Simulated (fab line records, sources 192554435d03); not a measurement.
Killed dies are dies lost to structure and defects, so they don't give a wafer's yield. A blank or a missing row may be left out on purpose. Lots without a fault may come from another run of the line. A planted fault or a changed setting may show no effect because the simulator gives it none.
fab line records | flow n5_finfet
record lots=11 wafers=33 last_day=18
route steps=1938 shown BEOL_M5@1116 PAD_METAL@1896 PASSIVATION@1910
lots that met no fault: from a run of the same line without faults
start_h: hours from the record's first day to the start of the lot's first wafer shown | wait_h: hours since the lot's step before | " the same as in the row above | L1.1+2: a row that stands for several wafers | - no value, or no start given | * or withheld: withheld | < > ~ a bound
route shown NAME@n: a module of which the file shows steps, and the number in the route of the first | usual: mean/standard deviation of fault-free wafers | same: alike in all rows | chamber/n: place in a boat | sites: the reading at each site | _std_site: their standard deviation | _edge_site: outer sites' mean less inner sites' | radius_mm: how far each site lies from the wafer's centre | mask NAME#n: copy n | behind: the tool/chamber that last shaped the wafer | hold: why the lot was held/for how many hours/how that ended | device: the transistor (n, p or np) that didn't switch | end of line: the same wafers' tests at the end of the route | a step without rows: its recipe alone | killed: dies lost to structure and defects at the first sort, not the wafer's yield | map: a wafer's dies, x killed, . not, _ none there
set.NAME: the setting as run; set.NAME@STEP: as run at that earlier step | model.NAME: the simulator's own value behind a step, which no gauge read
steps of the route over a sample of lots; a table a step, a row a wafer
services: from which hour (start_h, from the record's first day; less than 0 if before it) a tool's chamber was out of use, for how many hours, and why
## steps
# step N5_BEOL_M5_HM_DEP_02
# recipe material=TiN target_thk_a=200 temp_c=25 chamber_pressure_pa=0.49996
# usual throttle_valve_pct=30.3/1.3
# columns lot.wafer tool chamber start_h wait_h throttle_valve_pct
L936.3 pvd_sputter-03 - 163.29 0.6 32.0
L936.5 " - " " 31.2
L936.6 " - " " 31.7
L938.1 pvd_sputter-01 - 176.45 0.2 28.5
L938.4 " - " " 28.9
L938.6 " - " " 28.5
L937.2 pvd_sputter-01 - 179.29 0.5 28.5
L937.5 " - " " 27.3
L937.6 " - " " 29.2
L939.2 pvd_sputter-03 - 181.84 0.7 31.4
L939.3 " - " " 31.0
L939.4 " - " " 31.7
L940.3 pvd_sputter-01 - 191.70 0.2 28.4
L940.4 " - " " 30.7
L940.6 " - " " 28.9
L943.2 pvd_sputter-01 - 203.09 0.8 29.2
L943.4 " - " " 28.6
L943.6 " - " " 27.3
L942.1 pvd_sputter-02 - 206.88 1.9 30.5
L942.2 " - " " 30.5
L942.3 " - " " 30.7
L944.2 pvd_sputter-02 - 210.94 2.0 29.3
L944.3 " - " " 30.7
L944.6 " - " " 30.8
L952.2 pvd_sputter-03 - 281.96 1.1 31.8
L952.3 " - " " 31.5
L952.5 " - " " 31.5
L956.1 pvd_sputter-01 - 300.12 1.0 30.9
L956.2 " - " " 27.3
L956.3 " - " " 28.6
L958.2 pvd_sputter-02 - 306.10 0.1 30.6
L958.3 " - " " 30.6
L958.5 " - " " 30.1
# step N5_PASSIVATION_AL_DEP_21
# recipe material=Al target_thk_a=28000 temp_c=400 time_s=170 power_w=30000 chamber_pressure_pa=0.4 gas=Ar
# usual throttle_valve_pct=30.1/1.3
# columns lot.wafer tool chamber start_h wait_h throttle_valve_pct
L936.3 pvd_sputter-03 - 257.32 0.1 31.1
L936.5 " - " " 31.6
L936.6 " - " " 31.2
L938.1 pvd_sputter-03 - 257.70 0.1 31.3
L938.4 " - " " 31.7
L938.6 " - " " 31.3
L937.2 pvd_sputter-03 - 270.57 0.1 31.1
L937.5 " - " " 31.0
L937.6 " - " " 31.4
L939.2 pvd_sputter-02 - 282.08 0.1 30.7
L939.3 " - " " 29.0
L939.4 " - " " 30.4
L940.3 pvd_sputter-03 - 289.34 0.1 31.7
L940.4 " - " " 31.3
L940.6 " - " " 31.3
L943.2 pvd_sputter-03 - 296.89 0.1 31.6
L943.4 " - " " 31.1
L943.6 " - " " 31.2
L942.1 pvd_sputter-02 - 309.44 0.1 30.2
L942.2 " - " " 30.5
L942.3 " - " " 30.7
L944.2 pvd_sputter-01 - 309.47 0.1 27.2
L944.3 " - " " 29.1
L944.6 " - " " 28.9
L952.2 pvd_sputter-01 - 379.47 0.1 27.4
L952.3 " - " " 30.5
L952.5 " - " " 28.3
L956.1 pvd_sputter-01 - 394.94 0.1 30.9
L956.2 " - " " 28.4
L956.3 " - " " 29.0
L958.2 pvd_sputter-01 - 414.72 0.1 30.8
L958.3 " - " " 27.4
L958.5 " - " " 29.1
# step N5_PASSIVATION_ETCH_59
# recipe chemistry=Cl2/BCl3 target=TaN target_depth_a=650 time_s=34.9 ion_energy_ev=100 pressure_mtorr=10 icp_w=900 bias_w=100 Cl2_flow_sccm=60 bcl3_flow_sccm=30
# usual drypump_motor_current_A=5.7/0.48 oes_product_au=0.75/0.12 throttle_valve_pct=21.30/0.19
# columns lot.wafer tool chamber start_h wait_h drypump_motor_current_A oes_product_au rf_hours_counter_h throttle_valve_pct
L936.3 rie_metal-02 1 258.40 0.2 5.9 0.90 - 21.24
L936.5 " 0 " " 5.1 0.62 - 21.59
L936.6 " 1 " " 5.8 0.90 - 21.25
L938.1 rie_metal-03 0 258.88 0.3 6.4 0.63 101 21.27
L938.4 " 1 " " 5.2 0.68 - 21.26
L938.6 " 0 " " 6.4 0.63 - 21.27
L937.2 rie_metal-03 1 272.27 0.3 5.2 0.68 78 21.25
L937.5 " 0 " " 6.4 0.63 - 21.27
L937.6 " 1 " " 5.2 0.68 - 21.30
L939.2 rie_metal-03 0 283.12 0.3 6.4 0.63 104 21.29
L939.3 " 1 " " 5.2 0.68 - 21.28
L939.4 " 0 " " 6.4 0.62 - 21.27
L940.3 rie_metal-02 0 290.70 0.2 5.1 0.97 - 21.11
L940.4 " 1 " " 5.9 0.87 - 21.25
L940.6 " 1 " " 5.9 0.87 - 21.26
L943.2 rie_metal-01 1 298.91 0.3 5.8 0.67 98 21.18
L943.4 " 1 " " 5.8 0.67 - 21.17
L943.6 " 0 " " 6.1 0.70 - 21.58
L942.1 rie_metal-02 1 310.61 0.3 5.8 0.87 15 21.28
L942.2 " 0 " " 5.1 0.96 3 21.13
L942.3 " 0 " " 5.1 0.95 - 21.13
L944.2 rie_metal-01 1 310.77 0.3 5.8 0.67 99 21.19
L944.3 " 0 " " 6.2 0.71 - 21.56
L944.6 " 0 " " 6.1 0.70 - 21.59
L952.2 rie_metal-02 0 380.53 0.3 5.1 0.90 9 21.16
L952.3 " 1 " " 5.9 0.84 - 21.28
L952.5 " 1 " " 5.9 0.86 - 21.27
L956.1 rie_metal-01 1 396.06 0.3 5.8 0.99 1 20.94
L956.2 " 0 " " 6.1 0.68 88 21.60
L956.3 " 0 " " 6.1 0.68 - 21.60
L958.2 rie_metal-02 1 415.98 0.3 5.8 0.83 22 21.29
L958.3 " 0 " " 5.1 0.89 - 21.14
L958.5 " 1 " " 5.9 0.84 - 21.30
# step N5_PASSIVATION_ETCH_54
# recipe chemistry=CHF3/O2 target=SiO2 target_depth_a=8800 CHF3_flow_sccm=50 O2_flow_sccm=5 Ar_flow_sccm=200 time_s=440 mask_material=PR pressure_mtorr=30 source_w=650 bias_w=170 ion_energy_ev=200
# usual O2_flow_sccm=5.001/0.016 drypump_motor_current_A=5.7/0.38 oes_product_au=0.82/0.076 rf_vpp_V=515/14 showerhead_plenum_p_Torr=2.41/0.094 throttle_valve_pct=18.65/0.22
# columns lot.wafer tool chamber start_h wait_h O2_flow_sccm drypump_motor_current_A oes_product_au rf_hours_counter_h rf_vpp_V showerhead_plenum_p_Torr throttle_valve_pct
L936.3 rie_diel-05 2 259.89 0.1 4.997 5.5 0.71 201 526 2.19 18.72
L936.5 " 3 " " 4.992 5.6 0.87 - 511 2.37 19.01
L936.6 " 2 " " 4.988 5.5 0.71 - 525 2.19 18.70
L938.1 rie_diel-04 0 260.79 0.1 4.989 5.6 0.81 84 526 2.53 18.78
L938.4 " 3 " " 4.989 6.0 0.87 46 531 2.36 18.49
L938.6 " 0 " " 5.011 5.6 0.82 - 527 2.53 18.77
L937.2 rie_diel-04 3 273.96 0.1 4.995 6.1 0.87 51 531 2.36 18.48
L937.5 " 1 " " 5.011 5.5 0.69 - 515 2.47 18.63
L937.6 " 0 " " 5.010 5.6 0.81 - 526 2.53 18.80
L939.2 rie_diel-04 0 284.64 0.1 5.020 5.6 0.81 93 526 2.52 18.77
L939.3 " 1 " " 4.979 5.4 0.68 240 516 2.47 18.60
L939.4 " 3 " " 4.991 6.1 0.86 54 531 2.36 18.51
L940.3 rie_diel-04 1 294.13 0.1 4.988 5.5 0.68 244 515 2.47 18.62
L940.4 " 0 " " 4.988 5.6 0.80 98 527 2.52 18.81
L940.6 " 1 " " 4.972 5.5 0.68 - 515 2.47 18.63
L943.2 rie_diel-04 1 300.80 0.1 4.993 5.5 0.68 247 515 2.47 18.65
L943.4 " 3 " " 4.995 6.1 0.85 62 531 2.36 18.50
L943.6 " 1 " " 4.998 5.5 0.68 - 515 2.47 18.62
L942.1 rie_diel-05 0 312.16 0.1 5.020 5.1 0.85 49 486 2.47 18.43
L942.2 " 2 " " 5.007 5.5 0.70 214 523 2.19 18.72
L942.3 " 3 " " 4.979 5.5 0.86 57 510 2.37 19.03
L944.2 rie_diel-04 0 312.81 0.1 5.006 5.6 0.80 106 525 2.52 18.82
L944.3 " 3 " " 5.010 6.0 0.84 67 532 2.36 18.53
L944.6 " 0 " " 4.989 5.6 0.79 - 527 2.52 18.82
L952.2 rie_diel-02 1 382.17 0.1 4.974 5.9 0.81 90 536 2.42 18.46
L952.3 " 0 " " 5.010 6.1 0.89 35 505 2.57 18.41
L952.5 " 1 " " 4.996 5.9 0.81 - 535 2.42 18.46
L956.1 rie_diel-04 2 397.68 0.1 5.001 5.3 0.85 61 509 2.34 18.73
L956.2 " 3 " " 5.003 6.1 0.81 87 530 2.35 18.54
L956.3 " 1 " " 5.022 5.5 0.88 31 515 2.46 18.30
L958.2 rie_diel-04 0 417.79 0.1 5.012 5.6 0.75 148 526 2.50 18.88
L958.3 " 1 " " 4.993 5.5 0.87 40 515 2.45 18.33
L958.5 " 1 " " 4.992 5.5 0.87 - 515 2.45 18.33
# step N5_PASSIVATION_PROBE_49
# usual defect_limited_yield=91.2/1.6 killed_at_M0_to_M3=34/11 killed_at_M4_up=13/5.2 killed_at_contacts=13/6.3 killed_at_front_end=40/14 killed_at_other=3.2/2.4 killed_dies=104/19 killed_open=69/14 killed_short=32/7.5 sort_bin_4_leakage=0.00/0.04 sort_bin_5_function=5.3/1.1 sort_bin_6_memory=3.2/0.73 sort_bin_8_speed=0.01/0.038 sort_n_pass=1076/19 sort_yield_pct=91.2/1.6
# same gross_dies=1180 killed_at_back_side=0
# columns lot.wafer tool chamber start_h wait_h defect_limited_yield[%] killed_at_M0_to_M3 killed_at_M4_up killed_at_contacts killed_at_front_end killed_at_other killed_dies killed_open killed_short sort_bin_4_leakage[%] sort_bin_5_function[%] sort_bin_6_memory[%] sort_bin_8_speed[%] sort_n_pass sort_yield_pct[%]
L952.2 prober-01 - 385.02 0.1 82.6 36 107 15 46 1 205 74 38 0 10.8 5.6 0 975 82.6
L952.3 prober-01 - 385.07 0.1 82.9 63 79 13 44 3 202 86 46 0 9.9 5.8 0 978 82.9
L952.5 prober-01 - 385.17 0.2 81.9 47 111 8 46 2 214 78 41 0 12.5 4.2 0 966 81.9
# killed by level:class
L952.2 BEOL_M5:unspecified=92 FIN_SAQP:geometric_particle:open=14 BEOL_M0_SAQP:geometric_particle:open=14 MOL_CONTACT_COAG:geometric_particle:open=10 GATE_CUT:geometric_particle:short=9 BEOL_M0_SAQP:geometric_particle:short=9 BEOL_M4:geometric_particle:open=8 DUMMY_GATE:geometric_particle:open=6
L952.3 BEOL_M5:unspecified=70 FIN_SAQP:geometric_particle:open=13 BEOL_M0_SAQP:geometric_particle:short=13 BEOL_M2:geometric_particle:open=13 BEOL_M1:geometric_particle:open=11 BEOL_M0_SAQP:geometric_particle:open=11 BEOL_M3:geometric_particle:open=11 FIN_SAQP:geometric_particle:short=9
L952.5 BEOL_M5:unspecified=91 FIN_SAQP:geometric_particle:open=14 BEOL_M0_SAQP:geometric_particle:open=11 BEOL_M3:geometric_particle:open=11 FIN_SAQP:geometric_particle:short=10 BEOL_M4:geometric_particle:open=9 BEOL_M0_SAQP:geometric_particle:short=6 DUMMY_GATE:geometric_particle:open=5
## services
# columns tool chamber start_h hours kind
rie_diel-04 3 143.18 13.8 repair
rie_metal-03 0 149.76 17.6 repair
rie_diel-05 - 164.14 0.3 repair
rie_diel-05 - 171.64 2.2 repair
rie_diel-02 3 173.21 5.4 repair
rie_diel-04 1 175.48 62.1 repair
rie_diel-05 3 201.47 13.7 repair
rie_metal-03 - 211.12 0.2 repair
rie_diel-05 2 219.41 2.6 repair
rie_diel-02 3 230.91 5.1 repair
rie_diel-04 2 237.62 - clean
rie_diel-04 2 237.62 - consumable_replace:focus_ring
rie_diel-04 2 237.62 14.2 scheduled_down
rie_diel-05 - 291.28 14.6 pm
rie_diel-04 3 317.19 18.4 repair
rie_diel-02 2 328.01 2.4 repair
rie_metal-02 - 351.23 0.6 repair
rie_diel-04 3 352.07 12.2 repair
rie_metal-01 - 375.36 0.3 repair
rie_metal-02 1 380.90 7.5 repair
pvd_sputter-03 - 394.19 6.1 repair
pvd_sputter-01 - 401.18 5.6 repair
rie_metal-01 1 402.25 5.8 repair
rie_diel-04 2 402.76 9.1 repair
## key
first_sign step=N5_PASSIVATION_PROBE_49 reading=killed_at_M4_up direction=up sigmas=17 usual=13 struck=99
effect step=N5_PASSIVATION_PROBE_49 reading=defect_limited_yield direction=down sigmas=5.4 usual=91.2 struck=82.5
more_kills_born_at N5_BEOL_M5_HM_DEP_02@pvd_sputter-03=253
met_at N5_BEOL_M5_HM_DEP_02
struck_lots L952
not_acting_at N5_PASSIVATION_AL_DEP_21,N5_PASSIVATION_ETCH_59,N5_PASSIVATION_ETCH_54
onset_between 181.84 281.96
fault kind=chamber_particle_source tool=pvd_sputter-03 chamber=- onset_h=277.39 steps=N5_BEOL_M5_HM_DEP_02 rate_per_visit_cm2=0.42242 end_h=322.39
